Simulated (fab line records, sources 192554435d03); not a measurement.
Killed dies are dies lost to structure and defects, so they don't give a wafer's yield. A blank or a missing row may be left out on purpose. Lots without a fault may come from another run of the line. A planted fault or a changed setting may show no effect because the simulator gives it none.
Chamber matching | flow n5_finfet | N5_BEOL_M10_ETCH_61 on rie_diel-03: 4 sister chambers
The step etches SiARC in CF4, target depth 39 nm, time 65 s. 4 wafers are shown with their chamber, then 7 later ones without.

WAFERS WITH THEIR CHAMBER
wafer  | chamber | showerhead_plenum_p_Torr (Torr)
L091.4 | 2       | 2.25
L091.5 | 3       | 2.10
L093.1 | 1       | 2.08
L093.4 | 0       | 2.03

WAFERS WITHOUT THEIR CHAMBER
wafer  | showerhead_plenum_p_Torr (Torr)
L093.5 | 2.25
L092.2 | 2.08
L092.4 | 2.03
L092.6 | 2.08
L095.3 | 2.08
L095.4 | 2.08
L095.6 | 2.09

WHICH CHAMBER EACH WENT THROUGH
wafer  | from the rows above     | in truth
L093.5 | 2                       | 2
L092.2 | 1                       | 1
L092.4 | 0                       | 0
L092.6 | 1                       | 1
L095.3 | 1                       | 1
L095.4 | 1                       | 1
L095.6 | can't be placed: 1 or 3 | 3
Placed correctly: 6 of 7. Can't be placed from these rows: 1 (the true chamber is among the candidates in 1). Placed wrongly: 0.
How it was worked out, from the rows above alone: a wafer's distance from a chamber is the root of the sum, over the readings, of the square of ((its reading less the chamber's mean) divided by the reading's scatter). The wafer belongs to the nearest chamber; if the next one is less than 2 further off, it can't be placed. A chamber's mean is the mean of its shown wafers. The scatter: with one shown wafer a chamber, the root of the mean of the squares of how far each hidden wafer lies from its nearest shown one.
